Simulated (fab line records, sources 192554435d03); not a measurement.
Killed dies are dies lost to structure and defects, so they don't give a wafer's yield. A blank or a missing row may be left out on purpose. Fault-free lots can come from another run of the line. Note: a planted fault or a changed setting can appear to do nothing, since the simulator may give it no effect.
Chamber matching / flow n5 finfet / rie diel-04 running N5_BEOL_M8_ETCH_61: 3 sister chambers
The step etches SiARC in CF4, target depth 45.5 nm, time 75.8 s. 3 wafers are shown with their chamber, then 6 later ones without.

WAFERS WITH THEIR CHAMBER
wafer=L080.5; chamber=2; showerhead plenum p Torr (Torr)=2.20
wafer=L084.3; chamber=3; showerhead plenum p Torr (Torr)=2.06
wafer=L084.4; chamber=1; showerhead plenum p Torr (Torr)=2.12

WAFERS MISSING THEIR CHAMBER
wafer=L084.5; showerhead plenum p Torr (Torr)=2.12
wafer=L095.1; showerhead plenum p Torr (Torr)=2.06
wafer=L095.4; showerhead plenum p Torr (Torr)=2.20
wafer=L095.5; showerhead plenum p Torr (Torr)=2.05
wafer=L096.1; showerhead plenum p Torr (Torr)=2.11
wafer=L096.3; showerhead plenum p Torr (Torr)=2.05

CHAMBER TAKEN BY EACH
wafer=L084.5; from the rows above=1; in truth=1
wafer=L095.1; from the rows above=3; in truth=3
wafer=L095.4; from the rows above=2; in truth=2
wafer=L095.5; from the rows above=3; in truth=3
wafer=L096.1; from the rows above=1; in truth=1
wafer=L096.3; from the rows above=3; in truth=3
Correctly placed: 6 of 6. Not placeable from these rows: 0. Number placed wrongly: 0.
How it was worked out, from the rows above alone: a wafer's distance from a chamber is the root of the sum, over the readings, of the square of ((its reading less the chamber's mean) divided by the reading's scatter). The wafer belongs to the nearest chamber; if the next one is less than 2 further off, it can't be placed. For every chamber, the mean is computed from those of its wafers that are shown. The scatter: root of mean squared gap, hidden wafer to nearest shown wafer, with one shown wafer a chamber.
